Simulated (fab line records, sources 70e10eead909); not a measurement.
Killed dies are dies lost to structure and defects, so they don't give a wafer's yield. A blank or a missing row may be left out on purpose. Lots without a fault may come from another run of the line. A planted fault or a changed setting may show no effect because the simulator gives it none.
Chamber matching | flow nand_harc | NHARC_P_M1_PRE_CLEAN_32 on pecvd-03: 3 sister chambers
The step time 12 s. 6 wafers are shown with their chamber, then 7 later ones without.

WAFERS WITH THEIR CHAMBER
wafer  | chamber | heater_power_w (W)
L087.6 | 1       | 715
L089.2 | 0       | 579
L089.4 | 0       | 563
L089.5 | 2       | 724
L090.1 | 2       | 675
L090.2 | 1       | 689

WAFERS WITHOUT THEIR CHAMBER
wafer  | heater_power_w (W)
L090.3 | 683
L095.1 | 705
L095.4 | 684
L095.5 | 641
L096.4 | 673
L096.5 | 716
L096.6 | 637

WHICH CHAMBER EACH WENT THROUGH
wafer  | from the rows above          | in truth
L090.3 | can't be placed: 2 or 1      | 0
L095.1 | can't be placed: 1 or 2      | 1
L095.4 | can't be placed: 2 or 1      | 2
L095.5 | can't be placed: 2 or 1 or 0 | 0
L096.4 | can't be placed: 2 or 1      | 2
L096.5 | can't be placed: 1 or 2      | 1
L096.6 | can't be placed: 2 or 1 or 0 | 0
Placed correctly: 0 of 7. Can't be placed from these rows: 7 (the true chamber is among the candidates in 6). Placed wrongly: 0.
How it was worked out, from the rows above alone: a wafer's distance from a chamber is the root of the sum, over the readings, of the square of ((its reading less the chamber's mean) divided by the reading's scatter). The wafer belongs to the nearest chamber; if the next one is less than 2 further off, it can't be placed. A chamber's mean is the mean of its shown wafers. The scatter: the root of (the sum of the squares of (reading less its chamber's mean) over the shown wafers, divided by (wafers less chambers)).
